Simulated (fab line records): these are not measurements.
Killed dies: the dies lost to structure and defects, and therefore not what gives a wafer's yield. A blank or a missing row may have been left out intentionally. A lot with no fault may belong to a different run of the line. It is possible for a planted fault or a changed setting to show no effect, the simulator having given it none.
fab line records | flow n5-finfet
[record] lots = 6 wafers = 18 last-day = 16
route steps=1938 shown BEOL_M13@1701
lots that met no fault: taken from a fault-free run of the same line
start-h: hours from the record's first day to the start of the lot's first wafer shown | wait-h: hours from the lot's prior step to this one | " the same as in the row above | L1.1+2: several wafers, shown together as one row | - value missing, or start not given | * or withheld: withheld | < > ~ a bound
route shown NAME@n: names a module that has steps shown in the file, with the first one's number in the route | usual: average and standard deviation across the fault-free wafers | same: alike in all rows | chamber/n: place in a boat | sites: the reading at each site | _std_site: the standard deviation of these | _edge_site: outer sites' mean less inner sites' | radius-mm: how far each site lies from the wafer's centre | mask NAME#n: copy n | behind: the tool/chamber that last shaped the wafer | hold: why the lot went on hold/how many hours it stayed there/how the hold came to an end | device: names the non-switching transistor (n, p or np) | end of line: the same wafers' tests at the end of the route | for a step that has no rows: nothing shown but its recipe | killed: not the wafer's yield, but the dies lost to structure and defects at the first sort | map: a wafer's dies, marking killed ones x, the rest . and places with no die _
set.NAME: setting as actually run; set.NAME@STEP: the setting as run at that earlier step | model.NAME: the simulator's own value behind a step, which no gauge read
lots at some steps of the route; a table a step, a row a wafer
services: a tool's chamber out of use, with start hour (start-h, from the record's first day; less than 0 if before it), hours out, and reason
[[steps]]
[step N5_BEOL_M13_PRECLEAN_39]
[recipe] chemistry = residue-remover time-s = 60 temp-c = 40
[step N5_BEOL_M13_SRD_40]
[recipe] time-s = 30 temp-c = 23 rinse-liquid = diw dry = n2-spin spin-rpm = 1500 dry-time-s = 30
[step N5_BEOL_M13_DEGAS_41]
[recipe] ambient = vacuum temp-c = 250 time-s = 60
[step N5_BEOL_M13_PRE_CLEAN_42]
[recipe] gas = H2/He time-s = 30 temp-c = 250
[usual] heater-power-w = 342/32
// columns lot.wafer tool chamber start-h wait-h heater-power-w
L435.1 pvd-sputter-02 - 280.05 0.0 433
L435.2 " - " " 363
L435.4 " - " " 343
L436.1 pvd-sputter-02 - 281.77 0.0 334
L436.5 " - " " 365
L436.6 " - " " 322
L437.1 pvd-sputter-01 - 288.84 0.0 362
L437.3 " - " " 329
L437.5 " - " " 328
L443.2 pvd-sputter-02 - 337.20 0.0 329
L443.3 " - " " 341
L443.5 " - " " 367
L449.2 pvd-sputter-01 - 359.30 0.0 364
L449.3 " - " " 337
L449.4 " - " " 335
L447.3 pvd-sputter-03 - 360.05 0.0 310
L447.5 " - " " 336
L447.6 " - " " 305
[step N5_BEOL_M13_SPUTTER_43]
[recipe] material = TaN target-thk-a = 150 temp-c = 50 bias-v = 168.6 power-w = 15000 chamber-pressure-pa = 0.12 time-s = 24.19
[usual] throttle-valve-pct = 29.8/0.77
// columns lot.wafer tool chamber start-h wait-h throttle-valve-pct
L435.1 pvd-sputter-02 - 280.10 0.0 31.3
L435.2 " - " " 30.1
L435.4 " - " " 28.4
L436.1 pvd-sputter-02 - 281.81 0.0 28.6
L436.5 " - " " 30.0
L436.6 " - " " 29.3
L437.1 pvd-sputter-01 - 288.88 0.0 31.2
L437.3 " - " " 29.4
L437.5 " - " " 29.4
L443.2 pvd-sputter-02 - 337.24 0.0 29.2
L443.3 " - " " 28.6
L443.5 " - " " 30.1
L449.2 pvd-sputter-01 - 359.34 0.0 29.8
L449.3 " - " " 30.4
L449.4 " - " " 29.5
L447.3 pvd-sputter-03 - 360.09 0.0 30.9
L447.5 " - " " 28.9
L447.6 " - " " 30.3
[step N5_BEOL_M13_SPUTTER_44]
[recipe] material = Ta target-thk-a = 100 temp-c = 50 bias-v = 80 power-w = 15000 chamber-pressure-pa = 0.07 time-s = 16.13
[usual] throttle-valve-pct = 29.8/0.79
// columns lot.wafer tool chamber start-h wait-h throttle-valve-pct
L435.1 pvd-sputter-02 - 280.19 0.0 31.2
L435.2 " - " " 30.1
L435.4 " - " " 28.5
L436.1 pvd-sputter-02 - 281.89 0.0 28.7
L436.5 " - " " 30.1
L436.6 " - " " 29.1
L437.1 pvd-sputter-01 - 288.96 0.0 30.8
L437.3 " - " " 29.6
L437.5 " - " " 29.4
L443.2 pvd-sputter-02 - 337.32 0.0 29.2
L443.3 " - " " 28.8
L443.5 " - " " 30.1
L449.2 pvd-sputter-01 - 359.42 0.0 29.7
L449.3 " - " " 30.2
L449.4 " - " " 29.7
L447.3 pvd-sputter-03 - 360.17 0.0 30.7
L447.5 " - " " 29.2
L447.6 " - " " 30.3
[step N5_BEOL_M13_SPUTTER_45]
[recipe] material = Cu target-thk-a = 800 temp-c = -20 bias-v = 60 power-w = 26000 chamber-pressure-pa = 0.13 time-s = 13.33
[step N5_BEOL_M13_ECD_47]
[recipe] material = Cu target-thk-a = 9360
[step N5_BEOL_M13_ANNEAL_48]
[recipe] temp-c = 225 time-s = 90 ambient = N2
[usual] wafer_temp_C_max = 225.61/0.21
// columns lot.wafer tool chamber start-h wait-h wafer_temp_C_max
L435.1 rtp-anneal-02 0 280.57 0.1 225.82
L435.2 " 0 " " 225.81
L435.4 " 0 " " 225.94
L436.1 rtp-anneal-01 0 282.25 0.1 225.46
L436.5 " 0 " " 225.44
L436.6 " 0 " " 225.38
L437.1 rtp-anneal-01 0 289.32 0.1 225.66
L437.3 " 0 " " 225.45
L437.5 " 0 " " 225.44
L443.2 rtp-anneal-01 0 338.11 0.5 225.65
L443.3 " 0 " " 225.38
L443.5 " 0 " " 225.77
L449.2 rtp-anneal-01 0 359.89 0.2 225.71
L449.3 " 0 " " 225.62
L449.4 " 0 " " 225.45
L447.3 rtp-anneal-01 0 360.62 0.2 225.61
L447.5 " 0 " " 225.47
L447.6 " 0 " " 225.33
[step N5_BEOL_M13_CMP_49]
[recipe] stop-on = SiOC t-overpolish-s = 17.1 down-force-psi = 1 platen-rpm = 50 clearing-platen-down-force-psi = 1.5 clearing-platen-rpm = 50 post-cmp-clean = cu-alkaline target-thk-nm = 420 clearing-platen-pad-velocity-m-s = 0.99484 pad-velocity-m-s = 0.99484
[usual] barrier-field-endpoint-s = 30.5/0.69 clearing-platen-down-force-psi = 1.500/0.0031 motor-current-A = 5.9/0.63 overpolish-run-s = 17.100/0.0092
// columns lot.wafer tool chamber start-h wait-h barrier-field-endpoint-s clearing-platen-down-force-psi motor-current-A overpolish-run-s
L435.1 cmp-01 0 280.86 0.3 32.1 1.504 5.9 17.092
L435.2 " 1 " " 30.7 1.505 5.4 17.081
L435.4 " 2 " " 31.5 1.499 6.0 17.088
L436.1 cmp-04 3 282.66 0.4 30.6 1.502 5.3 17.098
L436.5 " 0 " " 31.1 1.501 7.2 17.095
L436.6 " 1 " " 30.6 1.504 5.2 17.099
L437.3 cmp-02 1 289.70 0.2 31.8 1.498 5.2 17.099
L437.1 " 2 " " 31.1 1.497 5.4 17.116
L437.5 " 3 " " 31.0 1.495 5.6 17.082
L443.2 cmp-04 0 338.44 0.3 29.5 1.499 7.2 17.094
L443.3 " 1 " " 30.0 1.499 4.7 17.106
L443.5 " 3 " " 30.0 1.495 5.2 17.101
L449.3 cmp-04 3 360.15 0.2 30.5 1.502 5.3 17.110
L449.4 " 0 " " 30.5 1.498 7.0 17.094
L449.2 " 1 " " 29.7 1.501 5.2 17.085
L447.3 cmp-04 1 360.83 0.2 30.2 1.503 4.9 17.087
L447.5 " 1 " " 29.3 1.496 5.0 17.107
L447.6 " 2 " " 30.1 1.505 6.0 17.102
[step N5_BEOL_M13_THK_MEAS_50]
[recipe] thk-meas-gauge = xrf reads = Cu_of_BEOL_M13_ECD_47
[usual] M13_THK = 416/6.2
// columns lot.wafer tool chamber start-h wait-h M13_THK[nm]
L435.1 film-metro-01 - 281.16 - 430
L435.2 " - " " 415
L435.4 " - " " 411
L436.1 film-metro-02 - 282.84 - 417
L436.5 " - " " 420
L436.6 " - " " 431
L437.1 film-metro-01 - 289.92 - 416
L437.3 " - " " 414
L437.5 " - " " 417
L443.2 film-metro-01 - 338.65 - 408
L443.3 " - " " 417
L443.5 " - " " 425
L449.2 film-metro-01 - 360.44 - 413
L449.3 " - " " 418
L449.4 " - " " 413
L447.3 film-metro-01 - 361.12 - 420
L447.5 " - " " 415
L447.6 " - " " 413
[step N5_BEOL_M13_PRE_CLEAN_52]
[recipe] gas = NH3 time-s = 15 temp-c = withheld rf-power-w = 300
[step N5_BEOL_M13_DEP_53]
[recipe] material = SiCN target-thk-a = 500 temp-c = withheld precursor = 3MS/NH3 pressure-torr = 3 rf-w = 675 time-s = 17.8
[usual] showerhead-plenum-p-Torr = 4.158/0.027 throttle-valve-pct = 17.8/1.2
// columns lot.wafer tool chamber start-h wait-h showerhead-plenum-p-Torr throttle-valve-pct model.SiCN_of_BEOL_M13_DEP_53.thk-nm
L435.1 pecvd-03 1 281.22 0.0 4.181 17.8 71.4
L435.2 " 2 " " 4.121 18.0 70.6
L435.4 " 2 " " 4.124 17.9 72.8
L436.1 pecvd-03 1 282.90 0.0 4.174 17.5 71.2
L436.5 " 1 " " 4.186 17.9 50.8
L436.6 " 0 " " 4.158 19.3 51.2
L437.1 pecvd-04 1 289.98 0.0 4.122 18.0 49.2
L437.3 " 0 " " 4.146 17.4 50
L437.5 " 0 " " 4.129 17.5 50.2
L443.2 pecvd-01 2 338.72 0.0 4.177 17.5 49.2
L443.3 " 0 " " 4.182 19.8 49.2
L443.5 " 0 " " 4.175 19.8 49.6
L449.2 pecvd-03 0 360.50 0.0 4.157 19.4 50
L449.3 " 2 " " 4.129 17.8 49.8
L449.4 " 2 " " 4.123 18.1 50.4
L447.3 pecvd-03 1 361.18 0.0 4.164 17.9 49.2
L447.5 " 0 " " 4.152 19.4 50.6
L447.6 " 1 " " 4.174 17.8 50
[step N5_BEOL_M13_RS_MEAS_54]
[recipe] thk-meas-gauge = four-point-probe reads = Cu_of_BEOL_M13_ECD_47+Ta_of_BEOL_M13_SPUTTER_44+TaN_of_BEOL_M13_SPUTTER_43
[usual] M13_RS = 0.0449/0.00062
// columns lot.wafer tool chamber start-h wait-h M13_RS[ohm/sq]
L435.1 film-metro-02 - 281.29 0.0 0.0434
L435.2 " - " " 0.0451
L435.4 " - " " 0.0453
L436.1 film-metro-02 - 282.97 0.0 0.0451
L436.5 " - " " 0.0448
L436.6 " - " " 0.0434
L437.1 film-metro-01 - 290.04 0.0 0.0451
L437.3 " - " " 0.0454
L437.5 " - " " 0.0451
L443.2 film-metro-02 - 338.78 0.1 0.0459
L443.3 " - " " 0.0448
L443.5 " - " " 0.0440
L449.2 film-metro-01 - 360.57 0.1 0.0452
L449.3 " - " " 0.0446
L449.4 " - " " 0.0447
L447.3 film-metro-01 - 361.25 0.1 0.0448
L447.5 " - " " 0.0453
L447.6 " - " " 0.0453
[[services]]
// columns tool chamber start-h hours kind
pecvd-04 0 258.64 22.5 repair
cmp-02 - 258.91 4.0 pm
rtp-anneal-02 - 260.73 4.3 pm
cmp-02 - 262.91 - consumable-replace:conditioner
cmp-02 - 262.91 - consumable-replace:pad
pecvd-03 2 267.62 5.0 scheduled-down
cmp-02 - 277.43 2.4 repair
pecvd-03 1 278.08 2.1 scheduled-down
pecvd-04 0 281.17 2.1 scheduled-down
cmp-02 - 283.59 2.3 repair
pecvd-01 1 284.50 5.5 scheduled-down
pvd-sputter-03 - 285.89 3.8 repair
rtp-anneal-02 - 293.34 3.0 pm
pecvd-04 0 298.85 17.7 repair
cmp-01 - 321.40 4.0 pm
pecvd-04 - 321.96 2.3 repair
cmp-01 - 325.40 - consumable-replace:conditioner
cmp-01 - 325.40 - consumable-replace:pad
pecvd-03 2 328.02 2.1 scheduled-down
cmp-04 - 329.10 0.3 repair
cmp-02 - 345.50 1.2 repair
pecvd-03 - 347.35 0.7 repair
pvd-sputter-02 - 351.75 1.1 repair
cmp-02 - 352.70 6.3 repair
[[key]]
first-sign none at tools or gauges
[model-effect] step = N5_BEOL_M13_DEP_53 value = SiCN_of_BEOL_M13_DEP_53.thk-nm without = 49.7 struck = 71.5
met-at N5_BEOL_M13_DEP_53
struck-wafers L435.1,L435.2,L435.4,L436.1
[fault] kind = process-parameter-drift tool = pecvd-03 chamber = - onset-h = 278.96 steps = N5_BEOL_M13_DEP_53 channel = time-s offset = * shape = step end-h = 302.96 scope = struck-wafers-only acts-in = * stated = *
